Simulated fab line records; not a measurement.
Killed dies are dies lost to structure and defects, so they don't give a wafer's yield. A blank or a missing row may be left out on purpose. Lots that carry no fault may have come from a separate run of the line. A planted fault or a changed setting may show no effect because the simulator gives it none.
fab line records	flow nand_harc
[record] lots = 15	wafers = 45	last_day = 29
route steps=1159 shown P_GATE@143
lots that met no fault: taken from a fault-free run of the same line
start_h: hours from the record's first day to the start of the lot's first wafer shown	wait_h: how many hours have passed since the lot's step before this one	" unchanged from the row above	L1.1+2: one row covering several wafers at once	- no value, or no start was given	* or withheld: withheld	< > ~ a bound
route shown NAME@n: a module of which the file shows steps, and the number in the route of the first	usual: the fault-free wafers' mean and standard deviation	same: alike in all rows	chamber/n: place in a boat	sites: the reading at each site	_std_site: standard deviation across them	_edge_site: mean of outer sites minus mean of inner sites	radius_mm: how far each site lies from the wafer's centre	mask NAME#n: copy n	behind: tool/chamber where the wafer was last shaped	hold: why the lot went on hold/how many hours it stayed there/how the hold came to an end	device: transistor that didn't switch, given as n, p or np	end of line: tests of these same wafers at the route's end	a step given without rows: its recipe and nothing more	killed: dies lost to structure and defects at the first sort, not the wafer's yield	map: dies across one wafer; x = killed, . = not, _ = none there
set.NAME: the setting as run; set.NAME@STEP: as run at that earlier step	model.NAME: the simulator's own value behind a step, which no gauge read
the route's steps for a sample of lots (tables are steps, rows are wafers)
services: when a tool's chamber went out of use (start_h, in hours from the record's first day, below 0 if earlier), for how many hours, and the reason
[[steps]]
[step NHARC_P_GATE_INSPECT_28]
[usual] raw_defect_count = 6.1/2.6
lot.wafer	tool	chamber	start_h	wait_h	raw_defect_count
L524.1	defect_inspect-01	-	128.07	0.0	4
L524.2	"	-	"	"	1
L524.5	"	-	"	"	4
L525.1	defect_inspect-02	-	128.23	0.0	3
L525.2	"	-	"	"	1
L525.6	"	-	"	"	4
L523.1	defect_inspect-02	-	128.59	0.0	8
L523.5	"	-	"	"	3
L523.6	"	-	"	"	2
L528.4	defect_inspect-01	-	130.57	0.0	9
L528.5	"	-	"	"	7
L528.6	"	-	"	"	11
L530.2	defect_inspect-02	-	130.70	0.0	6
L530.3	"	-	"	"	7
L530.6	"	-	"	"	10
L531.1	defect_inspect-02	-	131.26	0.0	6
L531.2	"	-	"	"	7
L531.5	"	-	"	"	6
L532.2	defect_inspect-02	-	142.15	0.0	3
L532.3	"	-	"	"	8
L532.5	"	-	"	"	7
L537.1	defect_inspect-02	-	170.63	0.0	7
L537.2	"	-	"	"	9
L537.4	"	-	"	"	5
L538.2	defect_inspect-01	-	176.59	0.0	7
L538.4	"	-	"	"	9
L538.5	"	-	"	"	8
L539.1	defect_inspect-02	-	183.60	0.0	13
L539.2	"	-	"	"	9
L539.6	"	-	"	"	4
L541.1	defect_inspect-01	-	190.69	0.0	8
L541.2	"	-	"	"	2
L541.6	"	-	"	"	8
L542.1	defect_inspect-02	-	201.71	0.0	1
L542.2	"	-	"	"	9
L542.6	"	-	"	"	8
L544.2	defect_inspect-02	-	208.01	0.0	8
L544.4	"	-	"	"	6
L544.5	"	-	"	"	6
L546.1	defect_inspect-01	-	220.90	0.0	7
L546.2	"	-	"	"	8
L546.6	"	-	"	"	4
L545.1	defect_inspect-01	-	221.43	0.0	3
L545.4	"	-	"	"	4
L545.5	"	-	"	"	6
[step NHARC_P_GATE_EXPOSE_43]
[recipe] na = 0.6	target_cd_nm = 720	dose_mj = 14.81	mask_id = P_NSD
[usual] exposure_dose_mJ_cm2 = 14.808/0.014	focus_offset_nm = 0.0/0.51
lot.wafer	tool	chamber	start_h	wait_h	mask	exposure_dose_mJ_cm2	focus_offset_nm
L524.1	krf_scanner-04	0	159.87	-	P_NSD#0	14.811	-0.8
L524.2	"	0	"	"	P_NSD#0	14.814	-0.9
L524.5	"	0	"	"	P_NSD#0	14.833	0.3
L525.1	krf_scanner-02	0	161.29	-	P_NSD#0	14.797	-0.1
L525.2	"	0	"	"	P_NSD#0	14.822	1.1
L525.6	"	0	"	"	P_NSD#0	14.800	-0.5
L523.1	krf_scanner-04	0	166.29	-	P_NSD#0	14.799	-0.6
L523.5	"	0	"	"	P_NSD#0	14.788	-0.3
L523.6	"	0	"	"	P_NSD#0	14.801	-1.4
L530.2	krf_scanner-04	0	172.33	-	P_NSD#0	14.807	0.4
L530.3	"	0	"	"	P_NSD#0	14.816	0.1
L530.6	"	0	"	"	P_NSD#0	14.796	-0.1
L528.4	krf_scanner-04	-	174.34	-	P_NSD#0	-	-
L528.5	"	-	"	"	P_NSD#0	-	-
L528.6	"	-	"	"	P_NSD#0	-	-
L531.1	krf_scanner-04	-	178.57	-	P_NSD#0	-	-
L531.2	"	-	"	"	P_NSD#0	-	-
L531.5	"	-	"	"	P_NSD#0	-	-
L532.2	krf_scanner-01	-	180.15	-	P_NSD#0	-	-
L532.3	"	-	"	"	P_NSD#0	-	-
L532.5	"	-	"	"	P_NSD#0	-	-
L537.1	krf_scanner-01	0	191.22	-	P_NSD#0	14.816	-0.4
L537.2	"	0	"	"	P_NSD#0	14.823	0.4
L537.4	"	0	"	"	P_NSD#0	14.788	-0.6
L538.2	krf_scanner-04	0	195.00	-	P_NSD#0	14.810	0.3
L538.4	"	0	"	"	P_NSD#0	14.812	0.1
L538.5	"	0	"	"	P_NSD#0	14.828	0.5
L539.1	krf_scanner-01	0	195.44	-	P_NSD#0	14.827	0.4
L539.2	"	0	"	"	P_NSD#0	14.828	0.6
L539.6	"	0	"	"	P_NSD#0	14.834	-0.2
L541.1	krf_scanner-04	0	202.48	-	P_NSD#0	14.803	-0.4
L541.2	"	0	"	"	P_NSD#0	14.797	-0.3
L541.6	"	0	"	"	P_NSD#0	14.822	-0.2
L542.1	krf_scanner-04	0	213.95	-	P_NSD#0	14.810	0.0
L542.2	"	0	"	"	P_NSD#0	14.809	0.1
L542.6	"	0	"	"	P_NSD#0	14.790	0.6
L544.2	krf_scanner-01	0	219.63	-	P_NSD#0	14.812	0.4
L544.4	"	0	"	"	P_NSD#0	14.799	0.9
L544.5	"	0	"	"	P_NSD#0	14.817	0.2
L546.1	krf_scanner-01	0	232.49	-	P_NSD#0	14.817	0.0
L546.2	"	0	"	"	P_NSD#0	14.805	0.3
L546.6	"	0	"	"	P_NSD#0	14.787	-0.2
L545.1	krf_scanner-04	0	233.26	-	P_NSD#0	14.790	0.3
L545.4	"	0	"	"	P_NSD#0	14.799	0.6
L545.5	"	0	"	"	P_NSD#0	14.806	0.2
[step NHARC_P_GATE_DESCUM_48]
[recipe] time_s = 3	o2_flow_sccm = 200	ar_flow_sccm = 0	bias_power_w = 0	chemistry = O2
[usual] drypump_motor_current_A = 5.8/0.62	mfc_ar_sccm = 0.006/0.0091	oes_product_au = 1.000/0.01	rf_vpp_V = 57.9/0.83	showerhead_plenum_p_Torr = 1.95/0.083	throttle_valve_pct = 11.312/0.0092
lot.wafer	tool	chamber	start_h	wait_h	drypump_motor_current_A	mfc_ar_sccm	oes_product_au	rf_hours_counter_h	rf_vpp_V	showerhead_plenum_p_Torr	throttle_valve_pct
L524.1	rie_diel-05	1	160.22	-	6.1	0	1.009	68	57.3	1.89	11.304
L524.2	"	2	"	"	6.5	0	0.990	69	59.1	2.01	11.320
L524.5	"	1	"	"	6.1	0	1.014	-	59.5	1.89	11.305
L525.1	rie_diel-06	3	161.61	-	5.9	0.010	1.001	20	57.8	2.01	11.320
L525.2	"	2	"	"	5.3	0	1.008	22	56.3	1.81	11.326
L525.6	"	3	"	"	5.9	0.010	1.000	-	58.0	2.01	11.309
L523.1	rie_diel-06	3	166.65	-	5.9	0.010	1.001	20	59.2	2.01	11.313
L523.6	"	0	"	"	6.7	0	0.993	-	58.8	1.96	11.299
L523.5	"	1	"	"	5.0	0.025	0.982	-	57.7	2.05	11.329
L530.3	rie_diel-04	1	172.66	-	5.4	0	1.013	12	56.9	1.96	11.313
L530.2	"	2	"	"	6.4	0	1.010	13	57.7	1.95	11.303
L530.6	"	0	"	"	6.4	0	1.007	-	57.0	1.85	11.314
L528.4	rie_diel-06	1	174.68	-	5.0	0.025	0.994	23	59.1	2.05	11.304
L528.5	"	2	"	"	5.3	0	1.011	-	58.0	1.81	11.316
L528.6	"	3	"	"	5.9	0.010	0.992	-	57.5	2.01	11.312
L531.1	rie_diel-06	0	178.89	-	6.7	0	1.002	23	58.3	1.96	11.313
L531.2	"	2	"	"	5.3	0	1.016	25	57.6	1.81	11.303
L531.5	"	0	"	"	6.7	0	0.985	-	58.2	1.96	11.337
L532.3	rie_diel-05	0	180.49	-	5.3	0	1.002	2	58.2	1.94	11.305
L532.2	"	1	"	"	6.1	0	0.996	2	58.1	1.89	11.297
L532.5	"	3	"	"	5.5	0.017	0.998	-	56.8	1.85	11.308
L537.1	rie_diel-04	0	191.53	-	6.4	0	1.011	15	57.4	1.85	11.300
L537.2	"	2	"	"	6.4	0	0.993	18	57.6	1.95	11.318
L537.4	"	3	"	"	5.1	0.010	0.999	17	59.1	2.07	11.307
L538.4	rie_diel-06	2	195.32	-	5.3	0	1.014	28	58.1	1.81	11.310
L538.2	"	3	"	"	5.9	0.010	0.998	25	57.2	2.01	11.322
L538.5	"	2	"	"	5.3	0	1.016	-	58.8	1.81	11.307
L539.1	rie_diel-05	0	195.81	-	5.3	0	0.995	4	58.1	1.94	11.315
L539.2	"	1	"	"	6.1	0	1.006	4	57.9	1.89	11.312
L539.6	"	2	"	"	6.4	0	0.990	-	57.2	2.01	11.299
L541.2	rie_diel-06	0	202.81	-	6.7	0	0.999	27	57.5	1.96	11.327
L541.1	"	3	"	"	5.9	0.010	0.991	27	56.9	2.01	11.302
L541.6	"	0	"	"	6.7	0	0.993	-	59.1	1.96	11.311
L542.2	rie_diel-06	2	214.30	-	5.3	0	1.017	30	57.4	1.81	11.324
L542.1	"	3	"	"	5.8	0.010	0.999	28	58.7	2.01	11.303
L542.6	"	0	"	"	6.7	0	1.000	-	57.9	1.96	11.315
L544.2	rie_diel-04	0	219.97	-	6.4	0	1.007	23	57.6	1.85	11.309
L544.4	"	2	"	"	6.4	0	1.003	26	56.8	1.95	11.310
L544.5	"	3	"	"	5.1	0.010	0.991	-	58.6	2.07	11.307
L546.1	rie_diel-06	1	232.83	-	5.0	0.025	0.990	31	57.7	2.04	11.292
L546.2	"	2	"	"	5.3	0	1.014	32	57.8	1.81	11.307
L546.6	"	1	"	"	5.0	0.025	0.985	-	58.4	2.05	11.325
L545.1	rie_diel-06	2	233.61	-	5.3	0	1.016	32	57.9	1.81	11.307
L545.4	"	3	"	"	5.9	0.010	1.014	30	58.0	2.01	11.317
L545.5	"	1	"	"	5.0	0.025	0.992	-	58.3	2.05	11.291
[step NHARC_P_GATE_STRIP_75]
[recipe] power_w = 1500	temp_c = 250	chemistry = O2
[usual] drypump_motor_current_A = 5.7/0.32	heater_power_w = 322/28
lot.wafer	tool	chamber	start_h	wait_h	drypump_motor_current_A	heater_power_w	rf_hours_counter_h
L524.1	plasma_asher-01	0	160.87	0.3	5.3	330	19
L524.2	"	1	"	"	5.6	290	19
L524.5	"	0	"	"	5.3	340	-
L525.2	plasma_asher-01	0	162.53	0.3	5.3	325	20
L525.1	"	1	"	"	5.6	293	20
L525.6	"	1	"	"	5.6	287	-
L523.1	plasma_asher-02	0	167.29	0.3	5.8	377	44
L523.6	"	0	"	"	5.8	380	-
L523.5	"	1	"	"	6.1	327	-
L530.2	plasma_asher-02	0	173.33	0.2	5.8	371	47
L530.3	"	0	"	"	5.8	373	-
L530.6	"	1	"	"	6.2	321	-
L528.4	plasma_asher-02	0	175.33	0.2	5.8	389	-
L528.5	"	0	"	"	5.8	364	-
L528.6	"	1	"	"	6.1	316	-
L531.1	plasma_asher-01	1	179.58	0.3	5.6	295	29
L531.2	"	0	"	"	5.3	326	29
L531.5	"	0	"	"	5.3	328	-
L532.2	plasma_asher-01	0	181.16	0.2	5.3	332	29
L532.3	"	1	"	"	5.6	299	-
L532.5	"	0	"	"	5.3	335	-
L537.2	plasma_asher-02	0	192.73	0.3	5.8	359	0
L537.1	"	1	"	"	6.2	310	0
L537.4	"	0	"	"	5.8	355	-
L538.2	plasma_asher-02	1	196.01	0.2	6.2	306	1
L538.4	"	0	"	"	5.8	359	-
L538.5	"	1	"	"	6.2	304	-
L539.2	plasma_asher-02	1	196.65	0.3	6.2	302	2
L539.1	"	0	"	"	5.8	365	2
L539.6	"	0	"	"	5.8	361	-
L541.2	plasma_asher-01	0	203.48	0.3	5.3	325	41
L541.1	"	1	"	"	5.6	285	41
L541.6	"	0	"	"	5.3	337	-
L542.2	plasma_asher-02	1	214.97	0.3	6.1	310	6
L542.1	"	0	"	"	5.8	374	6
L542.6	"	1	"	"	6.2	306	-
L544.2	plasma_asher-01	1	220.64	0.2	5.6	289	45
L544.4	"	1	"	"	5.6	285	-
L544.5	"	1	"	"	5.6	288	-
L546.2	plasma_asher-01	1	233.58	0.2	5.6	282	48
L546.1	"	0	"	"	5.3	331	48
L546.6	"	1	"	"	5.6	288	-
L545.1	plasma_asher-02	0	234.25	0.2	5.8	360	10
L545.4	"	1	"	"	6.2	306	-
L545.5	"	1	"	"	6.2	309	-
[[services]]
tool	chamber	start_h	hours	kind
rie_diel-06	0	147.09	-	clean
rie_diel-06	1	147.09	-	clean
rie_diel-06	2	147.09	-	clean
rie_diel-06	3	147.09	-	clean
rie_diel-06	0	148.36	2.1	repair
rie_diel-05	-	163.60	9.0	pm
rie_diel-06	-	168.29	2.1	repair
rie_diel-06	0	171.59	-	clean
rie_diel-06	1	171.59	-	clean
rie_diel-06	2	171.59	-	clean
rie_diel-06	3	171.59	-	clean
plasma_asher-02	0	183.42	9.0	vent_cycle
plasma_asher-02	0	192.42	-	clean
rie_diel-06	0	196.09	-	clean
rie_diel-06	1	196.09	-	clean
rie_diel-06	2	196.09	-	clean
rie_diel-06	3	196.09	-	clean
rie_diel-05	0	209.18	6.5	repair
krf_scanner-02	-	210.00	4.0	pm
rie_diel-06	0	220.59	-	clean
rie_diel-06	1	220.59	-	clean
rie_diel-06	2	220.59	-	clean
rie_diel-06	3	220.59	-	clean
rie_diel-04	2	221.36	3.4	repair
[[key]]
[first_sign] step = NHARC_P_GATE_EXPOSE_43	reading = tool_record	direction = missing
effect none on later readings
met_at NHARC_P_GATE_EXPOSE_43
struck_lots L528,L531,L532
later_rows_left_out L528.4,L528.5,L528.6,L531.1,L531.2,L531.5,L532.2,L532.3,L532.5
sort_left_out L528.4,L528.5,L528.6,L531.1,L531.2,L531.5,L532.2,L532.3,L532.5
tester_left_out L528,L531,L532
not_acting_at NHARC_P_GATE_INSPECT_28,NHARC_P_GATE_DESCUM_48,NHARC_P_GATE_STRIP_75
onset_between 172.33 174.34
[fault] kind = skipped_step_whole	tool = krf_scanner-01,krf_scanner-04	chamber = -	onset_h = 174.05	steps = NHARC_P_GATE_EXPOSE_43	scope = struck_lots_only
// tester_left_out: of these lots the tester's yield and bins aren't shown, on N5 and GAA mostly nor the transistor test; their killed dies are dies lost to structure and defects alone, not to doping, threshold or leakage, so they don't give the yield
// sort_left_out: the simulated sort isn't trusted on such a fault, so these wafers' sort isn't shown, and their yield isn't known
// later_rows_left_out: the simulator's readings of these wafers behind a module that went badly wrong aren't trusted and aren't shown, but for the sort
